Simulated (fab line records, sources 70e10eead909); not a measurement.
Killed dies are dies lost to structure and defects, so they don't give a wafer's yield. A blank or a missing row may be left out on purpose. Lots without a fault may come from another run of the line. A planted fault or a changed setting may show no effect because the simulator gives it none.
A struck lot beside a sound one | flow nand_harc | 15 steps out of a route of 1159
Sound: wafers L489.2, L489.4, L489.5. Struck: wafers L501.2, L501.4, L501.6. The cause comes at the end.
At each step with rows: each side's tool, then ch and its chambers, then its first start. Under that, the readings that differ: sound wafers | struck wafers | difference of the means | sigmas: that difference in standard deviations of wafers without a fault.
alike: readings whose means differ by less than 2 such deviations, and words and numbers that are the same on both sides. not compared: withheld readings, readings that some wafer has no value for, bounds like >300 that may hide the same value, and numbers for which the record gives no deviation and whose values overlap.
The two part at a step that has a row with sigmas, a row that says differs or no value, or rows on one side only. Numbers that don't overlap but have no deviation are shown without sigmas and don't part them. A reading that every wafer of one side lacks parts them only if that side has two wafers or more.

NHARC_P_M2_INSPECT_11:
  sound on defect_inspect-01, day 6 16:08; struck on defect_inspect-02, day 9 11:11
  alike: raw_defect_count
NHARC_P_M2_DESCUM_14: chemistry O2, time 3 s.
  sound on rie_diel-11 ch 2,3, day 6 16:12; struck on rie_diel-11 ch 0,2,3, day 9 11:16
  alike: drypump_motor_current_A, oes_product_au, rf_vpp_V, showerhead_plenum_p_Torr, throttle_valve_pct
  not compared: rf_hours_counter_h
NHARC_P_M2_ETCH_35: etches the open film in N2/H2, target depth 40 nm, overetch 12 nm, time 43.94 s.
  sound on rie_diel-11 ch 1,3, day 6 16:17; struck on rie_diel-11 ch 0,2,3, day 9 11:20
  alike: drypump_motor_current_A, oes_product_au, rf_vpp_V, showerhead_plenum_p_Torr, throttle_valve_pct
  not compared: rf_hours_counter_h
then, 1 step without rows for these wafers: NHARC_P_M2_ETCH_15 (etches the open film in C4F8/Ar, target depth 182.5 nm, time 91.2 s).
NHARC_P_M2_CD_MEAS_16:
  sound on cd_sem-02, day 6 16:30; struck on cd_sem-03, day 9 11:33
  alike: cd_nm
NHARC_P_M2_STRIP_18: strips in N2/H2.
  sound on rie_diel-11 ch 0,1,2, day 6 16:35; struck on rie_diel-11 ch 1,2, day 9 11:37
  alike: drypump_motor_current_A, oes_product_au, rf_vpp_V, showerhead_plenum_p_Torr, throttle_valve_pct
  not compared: rf_hours_counter_h
then, 2 steps without rows for these wafers: NHARC_P_M2_ETCH_28 (etches the open film in CF4/N2, target depth 30 nm, time 72.99 s); NHARC_P_M2_STRIP_19 (strips in post etch residue remover, time 600 s).
NHARC_P_M2_DEGAS_29: time 60 s.
  sound on pvd_sputter-01, day 6 17:13; struck on pvd_sputter-02, day 9 12:20
  alike: heater_power_w
then, 3 steps without rows for these wafers: NHARC_P_M2_PRE_CLEAN_30 (time 30 s); NHARC_P_M2_PVD_20 (deposits TaN, target thk 5 nm, time 8.06 s); NHARC_P_M2_PVD_21 (deposits Cu, target thk 30 nm, time 20.49 s).
NHARC_P_M2_ECD_22: material Cu, target thk 400 nm.
  sound on ecd_cu-01 ch 0,1, day 6 17:35; struck on ecd_cu-02 ch 1, day 9 12:46
NHARC_P_M2_ANNEAL_31: time 90 s.
  sound on rtp_anneal-02 ch 0, day 6 18:01; struck on rtp_anneal-02 ch 0, day 9 13:13
  alike: anneal_temp_c, anneal_temp_c_max, wafer_temp_C_max
NHARC_P_M2_CMP_23: polishes, t overpolish 20 s, target thk 144.3 nm.
  sound on cmp-03 ch 0,2,3, day 6 18:22; struck on cmp-03 ch 0,1, day 9 13:31
  reading                | sound    | struck   | difference | sigmas
  time_to_endpoint_s (s) | 28 32 27 | 18 14 13 | -14        | -4
  alike: edge_zone_pressure_frac, motor_current_A

WHERE THEY PART
Only at NHARC_P_M2_CMP_23, within this record.

WHY: what the simulator had put in
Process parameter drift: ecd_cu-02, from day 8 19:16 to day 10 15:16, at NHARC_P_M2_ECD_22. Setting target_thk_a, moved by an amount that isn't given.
